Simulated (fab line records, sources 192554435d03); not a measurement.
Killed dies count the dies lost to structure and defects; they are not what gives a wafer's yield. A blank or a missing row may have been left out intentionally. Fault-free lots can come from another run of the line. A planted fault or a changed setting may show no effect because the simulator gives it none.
A lot that was struck, set against a sound lot + flow n5 finfet + 14 out of 1938 route steps
Sound: the wafers L271.1, L271.5, L271.6. Wafers struck: L273.3, L273.5, L273.6. Last of all comes the cause.
Per side, at each step with rows, come the tool, then ch with its chambers, and then its first start. Under that, the readings that differ: sound wafers + struck wafers + difference of the means + sigmas: that difference in standard deviations of wafers without a fault.
alike: readings whose means differ by less than 2 such deviations, and words and numbers that are the same on both sides. not compared: withheld readings, readings that some wafer has no value for, bounds like >300 that may hide the same value, and numbers for which the record gives no deviation and whose values overlap.
A row with sigmas, a row that says differs or no value, or rows on one side alone: a step with any of these is where the two part. Numbers that have no deviation but don't overlap get no sigmas and don't part them. A reading that every wafer of one side lacks parts them only if that side has two wafers or more.

first, 1 step without rows for these wafers: N5_BEOL_M13_PRE_CLEAN_52 (time 15 s).
N5_BEOL_M13_DEP_53: deposits SiCN from 3MS/NH3, target thk 50 nm, time 17.8 s.
  sound on pecvd-02 ch 0,1,2, day 11 14:41; struck on pecvd-02 ch 0,1, day 12 05:16
  alike: showerhead plenum p Torr, throttle valve pct
N5_BEOL_M13_RS_MEAS_54: a four-point-probe measurement.
  sound: film metro-01 at day 11 14:44; struck: film metro-01 at day 12 05:20
  alike: M13_RS
N5_BEOL_M13_INSPECT_55: inspects for defects (darkfield).
  sound: defect inspect-01 at day 11 14:46; struck: defect inspect-02 at day 12 05:22
  alike: raw defect count
N5_BEOL_M14_ILD_DEP_00: deposits SiO2 from TEOS/O2, target thk 1119.3 nm, time 237.4 s.
  sound on pecvd-04 ch 0,1,2, day 11 14:49; struck on pecvd-04 ch 1,2, day 12 05:24
  alike: heater power w, showerhead plenum p Torr, throttle valve pct
N5_BEOL_M14_THK_MEAS_01:
  sound: film metro-01 at day 11 14:59; struck: film metro-02 at day 12 05:36
  alike: M14_ILD_THK
then, 6 steps without rows for these wafers: N5_BEOL_M14_COAT_58 (time 60 s, resist thk 89 nm); N5_BEOL_M14_COAT_04 (resist thk 800 nm); N5_BEOL_M14_EBR_06; N5_BEOL_M14_SOFTBAKE_05 (time 60 s); N5_BEOL_M14_EXPOSE_07 (exposes mask V13); N5_BEOL_M14_PEB_08 (peb time 90 s).
N5_BEOL_M14_DEVELOP_09: develop time 45 s.
  struck on litho track-01, day 12 05:47; sound on litho track-05 ch 0, day 11 15:11
  no value came back on the struck wafers for chill plate temp C (C), develop time s (s); on the sound wafers chill plate temp C (C) reads 22.97 22.96 22.78
| reading                                    | sound           | struck          | difference | sigmas |
|--------------------------------------------|-----------------|-----------------|------------|--------|
| model.coat_of_BEOL_M14_COAT_04.thk nm (nm) | 787 786.8 788.2 | 798.4 800.8 800 | +12.4      |        |
then, 1 step without rows for these wafers: N5_BEOL_M14_HARDBAKE_14 (time 120 s).

## WHERE THEY PART
Only at N5_BEOL_M14_DEVELOP_09, within this record.

WHY: whatever the simulator had introduced
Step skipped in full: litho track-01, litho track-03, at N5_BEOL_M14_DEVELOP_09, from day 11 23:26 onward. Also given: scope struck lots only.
